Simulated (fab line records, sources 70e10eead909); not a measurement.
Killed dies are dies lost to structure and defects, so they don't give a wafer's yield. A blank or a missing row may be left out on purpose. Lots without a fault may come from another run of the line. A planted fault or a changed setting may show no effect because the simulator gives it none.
Which tool did it? | flow nand_harc | 6 lots, 18 wafers sampled, at 2 steps of a route of 1159

WHAT THE GAUGES READ, wafer by wafer
NHARC_A_BONDPAD_OVL_MEAS_35.
lot  | measured     | on         | overlay_x_nm (nm)
L880 | day 18 06:12 | overlay-02 | 7 7 6
L883 | day 18 18:48 | overlay-02 | 14 15 15
L886 | day 19 09:45 | overlay-01 | 5 5 4
L889 | day 20 08:16 | overlay-01 | -7 -7 -7
L899 | day 22 18:46 | overlay-01 | -7 -6 -6
L901 | day 24 01:42 | overlay-01 | -3 -3 -3

WHICH TOOL RAN EACH LOT (tool, then ch and the chambers of the sampled wafers, then the start)
lot  | NHARC_A_BONDPAD_CMP_29
L880 | cmp-01 ch 0,1,3, day 18 05:25
L883 | cmp-03 ch 0,2,3, day 18 17:56
L886 | cmp-04 ch 0,1, day 19 08:50
L889 | cmp-03 ch 0,3, day 20 07:31
L899 | cmp-04 ch 0,1,3, day 22 17:59
L901 | cmp-04 ch 0,1,2, day 24 00:46
- NHARC_A_BONDPAD_CMP_29: polishes SiCN, target thk 200 nm.

THE ANSWER, worked out from the rows above alone
Rule: what is usual is taken from the lots themselves. Put in order of their means at a reading, lots are off if they are a third of the lots or fewer, leave a main group of 4 or more, and stand apart from it by a gap of 3 or more times the standard deviation of the main group's means; of several such gaps the widest counts. A main group whose means are all the same, to the digits that the tables above print for the reading, isn't used. A lot without any number at a reading at which 4 lots or more have one is off too. The other lots that the step has rows for count as sound.
No lot is off at any reading shown: from this, nothing can be told.

WHAT THE SIMULATOR HAD PUT IN
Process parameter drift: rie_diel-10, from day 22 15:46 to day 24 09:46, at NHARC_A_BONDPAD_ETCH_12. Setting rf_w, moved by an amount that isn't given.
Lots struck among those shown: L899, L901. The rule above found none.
